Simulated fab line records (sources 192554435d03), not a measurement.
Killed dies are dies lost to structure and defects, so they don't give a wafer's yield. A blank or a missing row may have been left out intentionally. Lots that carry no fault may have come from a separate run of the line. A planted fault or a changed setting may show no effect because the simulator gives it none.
Lot-split experiment / flow n5-finfet / 39 wafers read across 7 lots, on a route 1938 steps long

THE SPLIT ITSELF
At N5_BEOL_M11_ETCH_41 (etches SiCN in CH3F/O2, target depth 42.6 nm, time 86 s), the setting time-s was moved away from the recipe's 86 s on 12 of the 39 wafers read, by -52.0% to +57.3%. All remaining wafers had this setting at the recipe value.

Reading taken at the split's own step.

THE READING
etch.depth-nm (the simulator's own value, which no gauge read), in nm, at N5_BEOL_M11_ETCH_41 (etches SiCN in CH3F/O2, target depth 42.6 nm, time 86 s). No usual value for it is given in the file. Across the 27 wafers here that went through the recipe, the average is 32.51 nm and the standard deviation 0.84 nm.

wafer=L079.1; tool, chamber at the split=rie-diel-06, 1; time-s as run, s=86; against the recipe=recipe; etch.depth-nm, nm=32.87; against lot-mates on the recipe=-
wafer=L079.2; tool, chamber at the split=rie-diel-06, 3; time-s as run, s=86; against the recipe=recipe; etch.depth-nm, nm=31.92; against lot-mates on the recipe=-
wafer=L079.3; tool, chamber at the split=rie-diel-06, 2; time-s as run, s=86; against the recipe=recipe; etch.depth-nm, nm=32.52; against lot-mates on the recipe=-
wafer=L079.4; tool, chamber at the split=rie-diel-06, 2; time-s as run, s=86; against the recipe=recipe; etch.depth-nm, nm=32.41; against lot-mates on the recipe=-
wafer=L079.5; tool, chamber at the split=rie-diel-06, 1; time-s as run, s=86; against the recipe=recipe; etch.depth-nm, nm=32.85; against lot-mates on the recipe=-
wafer=L079.6; tool, chamber at the split=rie-diel-06, 3; time-s as run, s=86; against the recipe=recipe; etch.depth-nm, nm=31.79; against lot-mates on the recipe=-
wafer=L080.1; tool, chamber at the split=rie-diel-03, 1; time-s as run, s=135.3; against the recipe=+57.3%; etch.depth-nm, nm=51.4; against lot-mates on the recipe=+18.32
wafer=L080.2; tool, chamber at the split=rie-diel-03, 2; time-s as run, s=86; against the recipe=recipe; etch.depth-nm, nm=32.96; against lot-mates on the recipe=-
wafer=L080.3; tool, chamber at the split=rie-diel-03, 3; time-s as run, s=135.3; against the recipe=+57.3%; etch.depth-nm, nm=51.27; against lot-mates on the recipe=+18.19
wafer=L080.4; tool, chamber at the split=rie-diel-03, 0; time-s as run, s=86; against the recipe=recipe; etch.depth-nm, nm=33.58; against lot-mates on the recipe=-
wafer=L080.5; tool, chamber at the split=rie-diel-03, 3; time-s as run, s=86; against the recipe=recipe; etch.depth-nm, nm=32.71; against lot-mates on the recipe=-
wafer=L080.6; tool, chamber at the split=rie-diel-03, 0; time-s as run, s=135.3; against the recipe=+57.3%; etch.depth-nm, nm=52.77; against lot-mates on the recipe=+19.69
wafer=L083.1; tool, chamber at the split=rie-diel-06, 2; time-s as run, s=86; against the recipe=recipe; etch.depth-nm, nm=32.7; against lot-mates on the recipe=-
wafer=L083.2; tool, chamber at the split=rie-diel-06, 0; time-s as run, s=86; against the recipe=recipe; etch.depth-nm, nm=33.99; against lot-mates on the recipe=-
wafer=L083.3; tool, chamber at the split=rie-diel-06, 3; time-s as run, s=86; against the recipe=recipe; etch.depth-nm, nm=32.05; against lot-mates on the recipe=-
wafer=L083.4; tool, chamber at the split=rie-diel-06, 1; time-s as run, s=86; against the recipe=recipe; etch.depth-nm, nm=33; against lot-mates on the recipe=-
wafer=L083.5; tool, chamber at the split=rie-diel-06, 2; time-s as run, s=86; against the recipe=recipe; etch.depth-nm, nm=32.61; against lot-mates on the recipe=-
wafer=L083.6; tool, chamber at the split=rie-diel-06, 1; time-s as run, s=86; against the recipe=recipe; etch.depth-nm, nm=32.92; against lot-mates on the recipe=-
wafer=L082.1; tool, chamber at the split=rie-diel-06, 0; time-s as run, s=62.25; against the recipe=-27.6%; etch.depth-nm, nm=24.22; against lot-mates on the recipe=-7.86
wafer=L082.2; tool, chamber at the split=rie-diel-06, 3; time-s as run, s=86; against the recipe=recipe; etch.depth-nm, nm=31.74; against lot-mates on the recipe=-
wafer=L082.3; tool, chamber at the split=rie-diel-06, 2; time-s as run, s=62.25; against the recipe=-27.6%; etch.depth-nm, nm=23.35; against lot-mates on the recipe=-8.73
wafer=L082.4; tool, chamber at the split=rie-diel-06, 1; time-s as run, s=86; against the recipe=recipe; etch.depth-nm, nm=32.77; against lot-mates on the recipe=-
wafer=L082.5; tool, chamber at the split=rie-diel-06, 3; time-s as run, s=86; against the recipe=recipe; etch.depth-nm, nm=31.73; against lot-mates on the recipe=-
wafer=L082.6; tool, chamber at the split=rie-diel-06, 2; time-s as run, s=62.25; against the recipe=-27.6%; etch.depth-nm, nm=23.33; against lot-mates on the recipe=-8.75
wafer=L091.2; tool, chamber at the split=rie-diel-06, 2; time-s as run, s=86; against the recipe=recipe; etch.depth-nm, nm=32.84; against lot-mates on the recipe=-
wafer=L091.3; tool, chamber at the split=rie-diel-06, 1; time-s as run, s=86; against the recipe=recipe; etch.depth-nm, nm=33.01; against lot-mates on the recipe=-
wafer=L091.4; tool, chamber at the split=rie-diel-06, 0; time-s as run, s=86; against the recipe=recipe; etch.depth-nm, nm=33.72; against lot-mates on the recipe=-
wafer=L093.1; tool, chamber at the split=rie-diel-04, 2; time-s as run, s=127.9; against the recipe=+48.7%; etch.depth-nm, nm=49.28; against lot-mates on the recipe=+18.27
wafer=L093.2; tool, chamber at the split=rie-diel-04, 1; time-s as run, s=86; against the recipe=recipe; etch.depth-nm, nm=30.01; against lot-mates on the recipe=-
wafer=L093.3; tool, chamber at the split=rie-diel-04, 0; time-s as run, s=127.9; against the recipe=+48.7%; etch.depth-nm, nm=48.23; against lot-mates on the recipe=+17.22
wafer=L093.4; tool, chamber at the split=rie-diel-04, 3; time-s as run, s=86; against the recipe=recipe; etch.depth-nm, nm=32.57; against lot-mates on the recipe=-
wafer=L093.5; tool, chamber at the split=rie-diel-04, 1; time-s as run, s=86; against the recipe=recipe; etch.depth-nm, nm=30.45; against lot-mates on the recipe=-
wafer=L093.6; tool, chamber at the split=rie-diel-04, 0; time-s as run, s=127.9; against the recipe=+48.7%; etch.depth-nm, nm=48.22; against lot-mates on the recipe=+17.21
wafer=L092.1; tool, chamber at the split=rie-diel-03, 0; time-s as run, s=86; against the recipe=recipe; etch.depth-nm, nm=32.39; against lot-mates on the recipe=-
wafer=L092.2; tool, chamber at the split=rie-diel-03, 2; time-s as run, s=86; against the recipe=recipe; etch.depth-nm, nm=32.67; against lot-mates on the recipe=-
wafer=L092.3; tool, chamber at the split=rie-diel-03, 3; time-s as run, s=41.24; against the recipe=-52.0%; etch.depth-nm, nm=15.41; against lot-mates on the recipe=-17.28
wafer=L092.4; tool, chamber at the split=rie-diel-03, 1; time-s as run, s=41.24; against the recipe=-52.0%; etch.depth-nm, nm=15.71; against lot-mates on the recipe=-16.98
wafer=L092.5; tool, chamber at the split=rie-diel-03, 0; time-s as run, s=41.24; against the recipe=-52.0%; etch.depth-nm, nm=15.63; against lot-mates on the recipe=-17.06
wafer=L092.6; tool, chamber at the split=rie-diel-03, 1; time-s as run, s=86; against the recipe=recipe; etch.depth-nm, nm=33.01; against lot-mates on the recipe=-

FIT RESULTS
A straight line over all 39 wafers: etch.depth-nm changes by +0.33 nm for each +1% of time-s; r = +1.00; the points scatter about the line by 0.78 nm.
The same after taking each lot's own level away (the mean of its wafers on the recipe; 39 wafers): +0.334 nm for each +1%; r = +1.00; scatter 0.7 nm.
The reading moves by 19 nm for the largest change in time-s, on that fit.
Measured against the standard deviation above, the lots' own levels, which go from 31.010 to 33.190 nm, span 2.6 times it.
Hence the lot-to-lot level has little effect on the slope; both slopes agree.
Check: +19.4 nm against its lot-mates is what the line predicts for one of the wafers moved furthest among these (+57.3%) when that wafer is left out of the fit. It came out at +18.3 nm against them.

OTHER SPLITS ON THESE WAFERS
Note: prior to the reading, these wafers also went through further splits. Each is held against what the fit with the lots' levels taken away leaves over:
other split on the same wafers=N5_BEOL_M2_TRENCH_ETCH_37 time-s; wafers away from the commonest value=12; r with etch.depth-nm (lot level and that fit taken away)=-0.21
other split on the same wafers=N5_BEOL_M3_ETCH_41 target-depth-a; wafers away from the commonest value=12; r with etch.depth-nm (lot level and that fit taken away)=-0.34
other split on the same wafers=N5_BEOL_M5_DEP_56 target-thk-a; wafers away from the commonest value=15; r with etch.depth-nm (lot level and that fit taken away)=-0.16
other split on the same wafers=N5_BEOL_M11_ILD_DEP_00 time-s; wafers away from the commonest value=9; r with etch.depth-nm (lot level and that fit taken away)=-0.11

THE FILE'S OWN FIT
etch.depth-nm changes by +0.334 nm for each +1% of time-s, r = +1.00.
